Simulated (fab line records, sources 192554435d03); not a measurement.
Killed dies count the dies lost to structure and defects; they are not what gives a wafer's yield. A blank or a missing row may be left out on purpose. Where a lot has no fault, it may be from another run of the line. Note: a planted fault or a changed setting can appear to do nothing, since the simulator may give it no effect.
fab line records	flow n5Finfet
[record] lots = 7	wafers = 21	lastDay = 18
route steps=1938 shown BEOL_M12@1613 BEOL_M15@1830 PASSIVATION@1936
lots that met no fault: taken from a fault-free run of the same line
startH: hours from the record's opening day to when the first of the lot's shown wafers began	waitH: hours since the lot's step before	" same as the row above	L1.1+2: one row covering several wafers at once	- no value present, or no start provided	* or withheld: withheld	< > ~ a bound
route shown NAME@n: NAME is a module with steps in the file, n the number in the route of the first one	usual: mean and standard deviation over wafers with no fault	same: alike in all rows	chamber/n: place in a boat	sites: the reading at each site	_std_site: the values' standard deviation	_edge_site: inner sites' mean taken away from outer sites' mean	radiusMm: for every site, how far away it sits from the centre of the wafer	mask NAME#n: copy n	behind: tool/chamber where the wafer was last shaped	hold: why the lot went on hold/how many hours it stayed there/how the hold came to an end	device: which transistor (n, p or np) failed to switch	end of line: at the end of the route, the tests of the same wafers	where a step has no rows: the recipe by itself	killed: not the wafer's yield, but the dies lost to structure and defects at the first sort	map: shows each die of a wafer: x if killed, . if not, _ if none is there
set.NAME: the setting as run; set.NAME@STEP: as run at that earlier step	model.NAME: the simulator's own value behind a step, which no gauge read
steps of the route over a sample of lots; a table a step, a row a wafer
services: a tool's chamber out of use, with start hour (startH, from the record's first day; less than 0 if before it), hours out, and reason
[[steps]]
[step N5_BEOL_M12_OVL_MEAS_11]
[recipe] pointsPerWafer = 44
[usual] V11_OVL = -3/4.4
lot.wafer	tool	chamber	startH	waitH	V11_OVL[nm]
L723.2	overlay-02	0	257.76	0.0	3
L723.4	"	0	"	"	1
L723.6	"	0	"	"	4
L729.1	overlay-01	0	307.29	0.0	-5
L729.2	"	0	"	"	-4
L729.4	"	0	"	"	-3
L737.1	overlay-02	0	362.00	0.0	2
L737.3	"	0	"	"	-4
L737.6	"	0	"	"	3
L735.2	overlay-01	0	369.61	0.0	5
L735.3	"	0	"	"	-3
L735.5	"	0	"	"	-2
L736.1	overlay-02	0	371.20	0.0	-3
L736.2	"	0	"	"	0
L736.5	"	0	"	"	1
L740.2	overlay-02	0	385.07	0.0	7
L740.4	"	0	"	"	0
L740.6	"	0	"	"	-1
L743.1	overlay-01	0	391.43	0.0	-10
L743.2	"	0	"	"	-2
L743.6	"	0	"	"	-6
[step N5_BEOL_M12_TRENCH_ETCH_34]
[recipe] chemistry = C4F8/O2/Ar	target = SiOC	targetDepthA = 3189.5	maskMaterial = SOC	pressureMtorr = 30	sourceW = 3000	biasW = 700	Ar_flow_sccm = 400	C4F8_flow_sccm = 15	O2_flow_sccm = 8	heInnerTorr = 15	heOuterTorr = 30	timeS = 125.5	ionEnergyEv = 250
[usual] drypumpMotorCurrentA = 5.6/0.35	oesProductAu = 0.83/0.073	rfVppV = 667.0/2.3	showerheadPlenumPTorr = 3.47/0.077	throttleValvePct = 23.93/0.28
lot.wafer	tool	chamber	startH	waitH	drypumpMotorCurrentA	oesProductAu	rfHoursCounterH	rfVppV	showerheadPlenumPTorr	throttleValvePct
L723.2	rieDiel-06	2	259.50	0.0	5.6	0.90	18	667.8	3.48	23.75
L723.4	"	1	"	"	5.6	0.78	108	666.5	3.43	24.32
L723.6	"	0	"	"	5.2	0.89	-	667.6	3.45	23.40
L729.1	rieDiel-06	2	308.62	0.0	5.6	0.88	35	668.5	3.48	23.76
L729.2	"	0	"	"	5.2	0.88	49	667.5	3.44	23.45
L729.4	"	2	"	"	5.6	0.88	-	667.5	3.47	23.78
L737.1	rieDiel-06	2	363.47	0.0	5.6	0.84	56	665.9	3.46	23.78
L737.3	"	3	"	"	5.0	0.90	15	672.1	3.63	23.91
L737.6	"	2	"	"	5.6	0.85	-	667.3	3.46	23.80
L735.2	rieDiel-06	0	371.04	0.0	5.2	0.84	71	666.3	3.43	23.46
L735.3	"	1	"	"	5.6	0.75	143	665.6	3.41	24.36
L735.5	"	0	"	"	5.2	0.84	-	665.8	3.43	23.46
L736.1	rieDiel-06	1	372.59	0.0	5.6	0.75	144	665.9	3.41	24.36
L736.2	"	3	"	"	5.0	0.89	19	671.7	3.63	23.91
L736.5	"	1	"	"	5.6	0.76	-	665.8	3.41	24.36
L740.2	rieDiel-06	0	386.56	0.0	5.2	0.83	76	666.2	3.42	23.48
L740.4	"	3	"	"	4.9	0.88	24	671.6	3.63	23.93
L740.6	"	3	"	"	4.9	0.88	-	669.7	3.63	23.93
L743.1	rieDiel-01	2	392.81	0.0	5.9	0.74	141	669.2	3.52	23.83
L743.2	"	1	"	"	5.3	0.95	19	666.4	3.50	24.10
L743.6	"	2	"	"	5.9	0.73	-	670.4	3.52	23.83
[step N5_BEOL_M12_OCD_MEAS_35]
[usual] trenchDepthNm = 319/4.9
lot.wafer	tool	chamber	startH	waitH	trenchDepthNm
L723.2	ocd-02	-	259.65	0.0	313
L723.4	"	-	"	"	308
L723.6	"	-	"	"	321
L729.1	ocd-01	-	308.78	0.0	282
L729.2	"	-	"	"	285
L729.4	"	-	"	"	322
L737.1	ocd-02	-	363.62	0.0	317
L737.3	"	-	"	"	320
L737.6	"	-	"	"	317
L735.2	ocd-02	-	371.19	0.0	323
L735.3	"	-	"	"	316
L735.5	"	-	"	"	323
L736.1	ocd-01	-	372.74	0.0	314
L736.2	"	-	"	"	320
L736.5	"	-	"	"	316
L740.2	ocd-01	-	386.71	0.0	321
L740.4	"	-	"	"	319
L740.6	"	-	"	"	321
L743.1	ocd-02	-	392.96	0.0	316
L743.2	"	-	"	"	326
L743.6	"	-	"	"	315
[step N5_BEOL_M12_STRIP_37]
[recipe] chemistry = N2/H2	powerW = 1000	tempC = 250	h2Frac = 0.65	overashFraction = 0.3	pressureMtorr = withheld	n2FlowSccm = 1750	h2FlowSccm = 3250
[usual] drypumpMotorCurrentA = 5.8/0.46	h2FlowSccm = 3253/11	heaterPowerW = 342/21	oesProductAu = 0.790/0.01
[same] overashFraction = 0.3
lot.wafer	tool	chamber	startH	waitH	drypumpMotorCurrentA	h2FlowSccm	heaterPowerW	oesProductAu	rfHoursCounterH
L723.2	plasmaAsher-01	0	259.69	0.0	5.6	3258	332	0.789	125
L723.4	"	1	"	"	6.5	3270	365	0.776	-
L723.6	"	0	"	"	5.5	3276	330	0.808	-
L729.1	plasmaAsher-02	0	308.82	0.0	5.2	3254	371	0.797	80
L729.2	"	1	"	"	5.9	3260	316	0.787	80
L729.4	"	0	"	"	5.2	3261	358	0.788	-
L737.1	plasmaAsher-01	1	363.66	0.0	6.5	3259	362	0.805	145
L737.3	"	0	"	"	5.6	3252	321	0.798	-
L737.6	"	1	"	"	6.5	3276	366	0.779	-
L735.2	plasmaAsher-02	1	371.23	0.0	5.9	3235	324	0.791	91
L735.3	"	0	"	"	5.3	3255	363	0.793	-
L735.5	"	0	"	"	5.2	3258	350	0.783	-
L736.1	plasmaAsher-01	0	372.78	0.0	5.5	3258	326	0.788	147
L736.2	"	1	"	"	6.5	3249	367	0.794	147
L736.5	"	1	"	"	6.5	3253	363	0.795	-
L740.2	plasmaAsher-01	0	386.90	0.2	5.6	3261	332	0.805	150
L740.4	"	1	"	"	6.5	3275	371	0.804	-
L740.6	"	1	"	"	6.5	3271	367	0.800	-
L743.1	plasmaAsher-02	1	393.00	0.0	5.9	3253	325	0.804	95
L743.2	"	0	"	"	5.2	3251	372	0.779	95
L743.6	"	1	"	"	5.9	3255	322	0.795	-
[step N5_BEOL_M12_PRE_CLEAN_42]
[recipe] gas = H2/He	timeS = 30	tempC = 250
[usual] heaterPowerW = 336/32
lot.wafer	tool	chamber	startH	waitH	heaterPowerW
L723.2	pvdSputter-02	-	262.12	0.0	368
L723.4	"	-	"	"	392
L723.6	"	-	"	"	335
L729.1	pvdSputter-02	-	310.53	0.0	337
L729.2	"	-	"	"	319
L729.4	"	-	"	"	361
L737.1	pvdSputter-01	-	364.47	0.0	286
L737.3	"	-	"	"	331
L737.6	"	-	"	"	327
L735.2	pvdSputter-01	-	371.89	0.0	356
L735.3	"	-	"	"	284
L735.5	"	-	"	"	290
L736.1	pvdSputter-01	-	375.71	0.0	322
L736.2	"	-	"	"	339
L736.5	"	-	"	"	340
L740.2	pvdSputter-03	-	389.28	0.0	299
L740.4	"	-	"	"	317
L740.6	"	-	"	"	413
L743.1	pvdSputter-01	-	394.69	0.0	322
L743.2	"	-	"	"	348
L743.6	"	-	"	"	294
[step N5_BEOL_M12_THK_MEAS_50]
[recipe] thkMeasGauge = xrf	reads = Cu_of_BEOL_M12_ECD_47
[usual] M12_THK = 314/6.1
lot.wafer	tool	chamber	startH	waitH	M12_THK[nm]
L723.2	filmMetro-01	-	263.91	-	306
L723.4	"	-	"	"	301
L723.6	"	-	"	"	314
L729.1	filmMetro-01	-	311.58	-	275
L729.2	"	-	"	"	278
L729.4	"	-	"	"	314
L737.1	filmMetro-02	-	365.52	-	314
L737.3	"	-	"	"	316
L737.6	"	-	"	"	313
L735.2	filmMetro-01	-	372.95	-	319
L735.3	"	-	"	"	311
L735.5	"	-	"	"	319
L736.1	filmMetro-02	-	377.25	-	310
L736.2	"	-	"	"	315
L736.5	"	-	"	"	312
L740.2	filmMetro-02	-	390.33	-	320
L740.4	"	-	"	"	316
L740.6	"	-	"	"	319
L743.1	filmMetro-02	-	395.74	-	319
L743.2	"	-	"	"	327
L743.6	"	-	"	"	317
[step N5_BEOL_M12_RS_MEAS_54]
[recipe] thkMeasGauge = four-point-probe	reads = Cu_of_BEOL_M12_ECD_47+Ta_of_BEOL_M12_SPUTTER_44+TaN_of_BEOL_M12_SPUTTER_43
[usual] M12_RS = 0.0601/0.00097
lot.wafer	tool	chamber	startH	waitH	M12_RS[ohm/sq]
L723.2	filmMetro-01	-	264.04	0.1	0.0612
L723.4	"	-	"	"	0.0619
L723.6	"	-	"	"	0.0593
L729.1	filmMetro-01	-	311.71	0.0	0.0683
L729.2	"	-	"	"	0.0676
L729.4	"	-	"	"	0.0596
L737.1	filmMetro-01	-	365.67	0.1	0.0603
L737.3	"	-	"	"	0.0601
L737.6	"	-	"	"	0.0605
L735.2	filmMetro-02	-	373.11	0.1	0.0593
L735.3	"	-	"	"	0.0605
L735.5	"	-	"	"	0.0591
L736.1	filmMetro-02	-	377.40	0.1	0.0610
L736.2	"	-	"	"	0.0597
L736.5	"	-	"	"	0.0606
L740.2	filmMetro-01	-	390.47	0.1	0.0595
L740.4	"	-	"	"	0.0603
L740.6	"	-	"	"	0.0597
L743.1	filmMetro-02	-	395.86	0.0	0.0610
L743.2	"	-	"	"	0.0589
L743.6	"	-	"	"	0.0610
[step N5_BEOL_M15_RC_MEAS_101]
[usual] COMB_M10 = 1.5e-11/3.3e-12	COMB_M11 = 1.4e-11/3.3e-12	COMB_M13 = 5.2e-12/1.1e-12	COMB_M14 = 3.9e-12/9.9e-13	COMB_M15 = 2.8e-12/7.9e-13	COMB_M5 = 3.5e-11/7e-12	COMB_M6 = 2.6e-11/5.6e-12	COMB_M7 = 2.5e-11/4.7e-12	COMB_M8 = 2.6e-11/5e-12	COMB_M9 = 1.46e-11/2.6e-12	SERP_M10 = 3.05/0.077	SERP_M11 = 3.11/0.079	SERP_M12 = 0.633/0.015	SERP_M12_max_site = 0.646/0.016	SERP_M13 = 0.310/0.0081	SERP_M14 = 0.159/0.0041	SERP_M5 = 38.8/2	SERP_M5_max_site = 40.4/2.2	SERP_M6 = 13.9/0.56	SERP_M7 = 13.9/0.63	SERP_M8 = 13.9/0.61	SERP_M8_max_site = 14.5/0.64	SERP_M9 = 3.03/0.087
lot.wafer	tool	chamber	startH	waitH	COMB_M10[S/m]	COMB_M11[S/m]	COMB_M13[S/m]	COMB_M14[S/m]	COMB_M15[S/m]	COMB_M5[S/m]	COMB_M6[S/m]	COMB_M7[S/m]	COMB_M8[S/m]	COMB_M9[S/m]	SERP_M10[ohm/um]	SERP_M11[ohm/um]	SERP_M12[ohm/um]	SERP_M12_max_site[ohm/um]	SERP_M13[ohm/um]	SERP_M14[ohm/um]	SERP_M5[ohm/um]	SERP_M5_max_site[ohm/um]	SERP_M6[ohm/um]	SERP_M7[ohm/um]	SERP_M8[ohm/um]	SERP_M8_max_site[ohm/um]	SERP_M9[ohm/um]
L723.2	prober-01	0	281.56	0.2	1.1e-11	1.6e-11	6.9e-12	4.3e-12	3.4e-12	3.9e-11	2.6e-11	2.2e-11	3e-11	1.19e-11	3.11	3.24	0.655	0.668	0.305	0.159	38.2	40.3	13.6	13.9	13.7	14.8	2.89
L723.4	"	0	"	"	1.8e-11	1.3e-11	7.7e-12	3.5e-12	3.2e-12	3.9e-11	2.6e-11	3.1e-11	2.2e-11	1.43e-11	2.99	3.09	0.652	0.661	0.305	0.160	39.1	39.7	13.4	13.7	14.2	14.7	3.06
L723.6	"	0	"	"	1.9e-11	1.1e-11	5.5e-12	5.7e-12	4.2e-12	2.8e-11	2e-11	2.7e-11	2.4e-11	1.68e-11	3.12	3.15	0.613	0.622	0.298	0.165	39.6	41.0	14.2	14.5	13.5	13.8	2.96
L729.1	prober-01	0	330.61	0.0	1.6e-11	1.3e-11	7.2e-12	4.9e-12	2.6e-12	4.8e-11	3.5e-11	2.3e-11	3.8e-11	1.33e-11	3.09	2.95	0.737	0.753	0.315	0.165	41.0	42.1	14.1	13.1	14.8	15.3	2.90
L729.2	"	0	"	"	1.1e-11	1.5e-11	7.4e-12	4.5e-12	3.4e-12	3.1e-11	3.2e-11	3.1e-11	2e-11	1.72e-11	3.15	3.11	0.711	0.731	0.307	0.159	39.4	41.2	13.4	13.4	13.8	14.3	3.09
L729.4	"	0	"	"	1.1e-11	1.5e-11	5.6e-12	5.2e-12	4.2e-12	3.7e-11	3e-11	3.4e-11	2.5e-11	1.33e-11	3.09	3.04	0.626	0.641	0.300	0.162	40.8	41.7	13.8	12.8	14.2	14.5	3.22
L737.1	prober-02	0	386.30	0.0	1.6e-11	1.2e-11	4.2e-12	2.3e-12	2.5e-12	3.8e-11	2.6e-11	2.4e-11	2e-11	1.68e-11	2.92	3.19	0.656	0.670	0.319	0.155	39.5	40.8	13.7	13.8	12.5	13.3	3.15
L737.3	"	0	"	"	1.1e-11	1.5e-11	3.6e-12	2.6e-12	1.7e-12	3.9e-11	2.8e-11	2e-11	2e-11	1.25e-11	2.96	3.24	0.648	0.665	0.318	0.155	36.1	37.9	13.2	14.2	13.9	14.0	2.96
L737.6	"	0	"	"	1.4e-11	1.8e-11	4.9e-12	3.2e-12	2.1e-12	5e-11	2.9e-11	1.9e-11	2.5e-11	1.41e-11	3.17	3.19	0.653	0.659	0.311	0.157	37.2	38.1	13.6	13.2	14.1	14.4	3.13
L735.2	prober-01	0	390.28	0.2	1.7e-11	1.1e-11	5.9e-12	3.6e-12	3.4e-12	3.9e-11	2.2e-11	2.4e-11	2.1e-11	1.22e-11	3.04	3.05	0.638	0.650	0.305	0.161	40.6	42.8	13.8	14.0	13.1	13.8	3.02
L735.3	"	0	"	"	1.3e-11	1.2e-11	5.5e-12	3e-12	2.6e-12	3.3e-11	3.5e-11	2.7e-11	2.4e-11	1.35e-11	3.05	3.02	0.638	0.658	0.311	0.160	35.8	36.7	13.9	13.7	13.4	14.2	2.95
L735.5	"	0	"	"	1.5e-11	1.4e-11	4.6e-12	3.7e-12	2.8e-12	2.5e-11	2.6e-11	2.1e-11	2.6e-11	1.13e-11	3.05	3.04	0.622	0.628	0.302	0.159	39.4	40.9	14.2	13.4	13.6	14.5	2.94
L736.1	prober-02	0	397.18	0.0	1.8e-11	1.8e-11	3.8e-12	3.1e-12	2.4e-12	3.6e-11	2.5e-11	2.1e-11	2.4e-11	1.22e-11	3.06	3.19	0.628	0.645	0.305	0.160	38.0	39.1	13.7	14.7	14.0	14.4	3.22
L736.2	"	0	"	"	1.4e-11	1.1e-11	4.8e-12	2.9e-12	1.5e-12	3.3e-11	2.7e-11	3e-11	3e-11	1.29e-11	3.04	3.07	0.618	0.632	0.310	0.154	40.3	41.4	13.9	13.7	13.9	14.1	3.13
L736.5	"	0	"	"	1.6e-11	1.7e-11	4.3e-12	2e-12	1.7e-12	4.8e-11	2.6e-11	2.1e-11	2.8e-11	1.33e-11	3.12	3.04	0.635	0.648	0.314	0.161	38.3	40.3	13.2	14.4	13.0	13.7	3.23
L743.1	prober-01	0	411.48	0.0	2.1e-11	1.7e-11	6.7e-12	4.3e-12	4.4e-12	3.8e-11	3.1e-11	3.3e-11	3.1e-11	1.64e-11	3.13	3.12	0.649	0.661	0.314	0.160	38.6	40.9	14.4	13.9	12.6	13.1	2.99
L743.2	"	0	"	"	1.8e-11	1.8e-11	6.5e-12	5e-12	3.6e-12	3.1e-11	3.1e-11	2.4e-11	2.5e-11	1.29e-11	3.04	3.07	0.623	0.640	0.304	0.160	36.9	38.4	13.6	13.3	13.1	13.9	3.06
L743.6	"	0	"	"	1.9e-11	1.9e-11	6.9e-12	3.7e-12	4.1e-12	2.6e-11	3e-11	1.8e-11	3.7e-11	2.42e-11	3.10	3.07	0.636	0.645	0.312	0.158	34.6	36.5	13.6	13.2	12.7	13.4	3.03
L740.2	prober-01	0	414.51	0.2	1.7e-11	1.5e-11	5.4e-12	4.4e-12	3.5e-12	2.8e-11	2e-11	2.7e-11	2.3e-11	1.92e-11	3.07	3.00	0.628	0.632	0.291	0.157	38.5	40.4	13.2	13.6	13.8	13.9	3.03
L740.4	"	0	"	"	1.1e-11	1.6e-11	5e-12	4.4e-12	2.2e-12	2.7e-11	1.6e-11	2.1e-11	3e-11	1.68e-11	3.07	3.03	0.640	0.657	0.302	0.163	43.0	44.0	12.9	13.5	13.6	14.2	3.07
L740.6	"	0	"	"	1.1e-11	1.2e-11	5.6e-12	4.7e-12	2.7e-12	3.9e-11	1.9e-11	2.5e-11	2.7e-11	1.79e-11	3.01	3.06	0.623	0.631	0.303	0.162	39.3	41.3	13.1	13.4	13.8	14.6	2.97
// sites SERP_M12 radiusMm=0,75,75,75,75,140,140,140,140
L723.2 0.644 0.657 0.654 0.637 0.655 0.668 0.662 0.648 0.656
L729.1 0.722 0.738 0.734 0.721 0.748 0.737 0.737 0.748 0.753
L737.1 0.643 0.658 0.670 0.654 0.656 0.661 0.645 0.648 0.659
L735.2 0.630 0.642 0.650 0.644 0.637 0.647 0.626 0.638 0.620
L736.1 0.631 0.641 0.628 0.625 0.622 0.625 0.642 0.645 0.627
L743.1 0.639 0.635 0.651 0.649 0.650 0.629 0.644 0.655 0.661
L740.2 0.629 0.629 0.628 0.632 0.618 0.611 0.619 0.628 0.627
[step N5_PASSIVATION_PROBE_49]
[usual] defectLimitedYield = 91.3/1.4	killed_at_M0_to_M3 = 34/10	killed_at_M4_up = 14/5.5	killedAtContacts = 12/6	killedAtFrontEnd = 40/10	killedAtOther = 3.0/2.4	killedDies = 103/17	killedOpen = 68/13	killedShort = 34/7.8	sort_bin_5_function = 5.1/0.97	sort_bin_6_memory = 3.3/0.66	sortNPass = 1077/17	sortYieldPct = 91.2/1.4
[same] grossDies = 1180	killedAtBackSide = 0	sort_bin_4_leakage[%] = 0	sort_bin_8_speed[%] = 0
lot.wafer	tool	chamber	startH	waitH	defectLimitedYield[%]	killed_at_M0_to_M3	killed_at_M4_up	killedAtContacts	killedAtFrontEnd	killedAtOther	killedDies	killedOpen	killedShort	sort_bin_5_function[%]	sort_bin_6_memory[%]	sortNPass	sortYieldPct[%]
L737.1	prober-01	-	401.46	0.0	90.9	30	7	18	52	0	107	76	29	5.4	3.4	1073	90.9
L737.3	prober-01	-	401.56	0.1	93.9	25	4	7	33	3	72	42	26	3.2	2.3	1108	93.9
L737.6	prober-01	-	401.71	0.3	90.7	28	19	17	45	1	110	73	37	4.7	4.1	1070	90.7
L740.2	prober-02	-	434.72	0.1	91.9	31	16	12	31	5	95	59	33	4.2	3.5	1085	91.9
L740.6	prober-02	-	434.92	0.3	92.9	36	10	10	26	2	84	54	27	4.8	2.1	1096	92.9
// killed by level:class
L737.1 FIN_SAQP:geometricParticle:open=19 MOL_CONTACT_COAG:geometricParticle:open=14 BEOL_M3:geometricParticle:open=10 ILD0:geometricParticle:short=6 BEOL_M0_SAQP:geometricParticle:open=6 STI_FIN_REVEAL:geometricParticle:open=5 BEOL_M1:geometricParticle:open=5 FIN_SAQP:geometricParticle:short=4
L737.3 FIN_SAQP:geometricParticle:open=7 MOL_CONTACT_COAG:geometricParticle:open=6 BEOL_M3:geometricParticle:short=6 BEOL_M2:geometricParticle:open=5 BEOL_M0_SAQP:geometricParticle:open=5 FIN_SAQP:geometricParticle:short=4 BEOL_M0_SAQP:geometricParticle:short=4 STARTING-WAFER:geometricParticle:short=4
L737.6 FIN_SAQP:geometricParticle:open=21 MOL_CONTACT_COAG:geometricParticle:open=11 BEOL_M4:geometricParticle:open=11 FIN_SAQP:geometricParticle:short=7 MOL_CONTACT_COAG:geometricParticle:short=6 BEOL_M0_SAQP:geometricParticle:short=6 BEOL_M3:geometricParticle:open=5 BEOL_M1:geometricParticle:short=4
L740.2 MOL_CONTACT_COAG:geometricParticle:open=11 BEOL_M0_SAQP:geometricParticle:open=7 BEOL_M3:geometricParticle:open=7 FIN_SAQP:geometricParticle:short=6 FIN_SAQP:geometricParticle:open=6 BEOL_M5:geometricParticle:open=5 BEOL_M0_SAQP:geometricParticle:short=5 GATE_CUT:geometricParticle:short=4
L740.6 FIN_SAQP:geometricParticle:short=9 BEOL_M3:geometricParticle:open=9 MOL_CONTACT_COAG:geometricParticle:open=8 BEOL_M0_SAQP:geometricParticle:open=7 BEOL_M0:geometricParticle:open=7 BEOL_M2:geometricParticle:open=4 FIN_SAQP:geometricParticle:open=3 STI_FIN_REVEAL:geometricParticle:short=3
[[services]]
tool	chamber	startH	hours	kind
rieDiel-01	-	252.18	2.8	pm
rieDiel-06	3	304.55	-	clean
rieDiel-06	3	304.55	-	consumableReplace:focusRing
rieDiel-06	3	304.55	-	consumableReplace:showerhead
rieDiel-06	3	304.55	15.0	scheduledDown
rieDiel-06	3	304.55	15.0	ventCycle
rieDiel-01	1	310.65	-	clean
rieDiel-01	1	310.65	-	consumableReplace:focusRing
rieDiel-01	1	310.65	29.0	scheduledDown
rieDiel-01	1	310.65	29.0	ventCycle
plasmaAsher-01	-	331.44	1.3	repair
pvdSputter-01	-	344.74	1.6	repair
plasmaAsher-02	-	348.15	2.1	repair
pvdSputter-02	-	351.20	11.7	repair
rieDiel-06	1	354.22	10.2	repair
rieDiel-01	0	354.91	5.7	repair
plasmaAsher-02	-	362.09	2.8	pm
pvdSputter-03	-	378.22	3.7	repair
[[key]]
[firstSign] step = N5_BEOL_M12_OCD_MEAS_35	reading = trenchDepthNm	direction = down	sigmas = 7.2	usual = 319	struck = 284
[effect] step = N5_BEOL_M12_THK_MEAS_50	reading = M12_THK	direction = down	sigmas = 6.2	usual = 314	struck = 276
[effect] step = N5_BEOL_M12_RS_MEAS_54	reading = M12_RS	direction = up	sigmas = 8	usual = 0.0601	struck = 0.0679
[effect] step = N5_BEOL_M15_RC_MEAS_101	reading = SERP_M12	direction = up	sigmas = 5.9	usual = 0.633	struck = 0.724
metAt N5_BEOL_M12_TRENCH_ETCH_34
struckLots L729
struckWafers L729.1,L729.2
notActingAt N5_BEOL_M12_OVL_MEAS_11,N5_BEOL_M12_STRIP_37,N5_BEOL_M12_PRE_CLEAN_42
onsetBetween 259.50 308.62
[fault] kind = processParameterDrift	tool = rieDiel-06	chamber = -	onsetH = 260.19	steps = N5_BEOL_M12_TRENCH_ETCH_34	channel = timeS	offset = *	shape = step	endH = 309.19	scope = struckWafersOnly	actsIn = *	stated = *
